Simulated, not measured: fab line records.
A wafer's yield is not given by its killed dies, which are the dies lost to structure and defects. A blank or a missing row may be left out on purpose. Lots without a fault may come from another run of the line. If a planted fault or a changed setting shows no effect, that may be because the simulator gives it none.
Chamber matching ; flow n5Finfet ; N5_BEOL_M7_STRIP_67 on rieDiel-05 has 4 sister chambers
The step strips in CF4. 8 wafers are shown with their chamber, then 7 later ones without.

WAFERS WITH THEIR CHAMBER
wafer;chamber;drypumpMotorCurrentA (A);showerheadPlenumPTorr (Torr)
L761.1;0;6.4;1.77
L763.3;2;6.4;1.70
L763.5;1;5.0;1.83
L764.1;1;5.1;1.83
L764.3;3;5.5;1.71
L764.6;2;6.4;1.70
L774.2;3;5.5;1.70
L774.4;0;6.5;1.76

WAFERS WITH NO CHAMBER GIVEN
wafer;drypumpMotorCurrentA (A);showerheadPlenumPTorr (Torr)
L774.6;6.3;1.91
L776.2;5.5;1.70
L776.4;5.5;1.70
L776.6;6.4;1.76
L775.1;6.4;1.76
L775.4;6.4;1.76
L775.6;5.5;1.70

CHAMBER TAKEN BY EACH
wafer;from the rows above;in truth
L774.6;can't be placed: 0 or 1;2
L776.2;3;3
L776.4;3;3
L776.6;0;0
L775.1;0;0
L775.4;0;0
L775.6;3;3
Correctly placed: 6 of 7. Not placeable from these rows: 1 (in 0, the candidates include the true chamber). 0 placed wrongly.
How it was worked out, from the rows above alone: a wafer's distance from a chamber is the root of the sum, over the readings, of the square of ((its reading less the chamber's mean) divided by the reading's scatter). If the next closest chamber is less than 2 further off than the closest, the wafer can't be placed; otherwise it belongs to the closest. Each chamber's mean is taken over the wafers shown for it. The scatter is the square root of a quotient: the sum, over the shown wafers, of each reading's squared deviation from its chamber's mean, divided by wafers minus chambers.
